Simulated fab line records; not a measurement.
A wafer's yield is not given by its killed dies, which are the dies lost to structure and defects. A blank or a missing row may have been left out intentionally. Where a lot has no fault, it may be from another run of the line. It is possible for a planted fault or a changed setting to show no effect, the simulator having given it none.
Matching of chambers + flow n5 finfet + N5_BEOL_M5_PECVD_70 on pecvd-02: 3 sister chambers
The step deposits SiO2 from TEOS/O2, target thk 16 nm, time 18 s. 6 wafers are shown with their chamber, then 7 later ones without.

== WAFERS WITH THEIR CHAMBER ==
| wafer  | chamber | throttle valve pct (%) | showerhead plenum p Torr (Torr) |
|--------|---------|------------------------|---------------------------------|
| L077.3 | 1       | 25.5                   | 8.93                            |
| L088.4 | 0       | 20.9                   | 8.79                            |
| L088.5 | 1       | 25.8                   | 8.93                            |
| L088.6 | 2       | 21.1                   | 8.70                            |
| L093.2 | 0       | 21.2                   | 8.80                            |
| L093.4 | 2       | 21.2                   | 8.72                            |

== WAFERS WITH NO CHAMBER GIVEN ==
| wafer  | throttle valve pct (%) | showerhead plenum p Torr (Torr) |
|--------|------------------------|---------------------------------|
| L093.5 | 21.0                   | 8.81                            |
| L096.2 | 25.2                   | 8.90                            |
| L096.4 | 20.9                   | 8.77                            |
| L096.5 | 25.2                   | 8.92                            |
| L097.3 | 25.5                   | 8.91                            |
| L097.4 | 25.5                   | 8.94                            |
| L097.5 | 21.2                   | 8.69                            |

== CHAMBER TAKEN BY EACH ==
| wafer  | from the rows above | in truth |
|--------|---------------------|----------|
| L093.5 | 0                   | 0        |
| L096.2 | 1                   | 1        |
| L096.4 | 0                   | 0        |
| L096.5 | 1                   | 1        |
| L097.3 | 1                   | 1        |
| L097.4 | 1                   | 1        |
| L097.5 | 2                   | 2        |
Correct placement for 7 of the 7. Number that these rows cannot place: 0. 0 placed wrongly.
How it was worked out, from the rows above alone: a wafer's distance from a chamber is the root of the sum, over the readings, of the square of ((its reading less the chamber's mean) divided by the reading's scatter). The wafer belongs to the nearest chamber; if the next one is less than 2 further off, it can't be placed. Each chamber's mean is taken over the wafers shown for it. How the scatter is found: for the shown wafers, subtract from each reading the mean of its chamber, square and add these, divide the total by (wafers less chambers), then take the root.
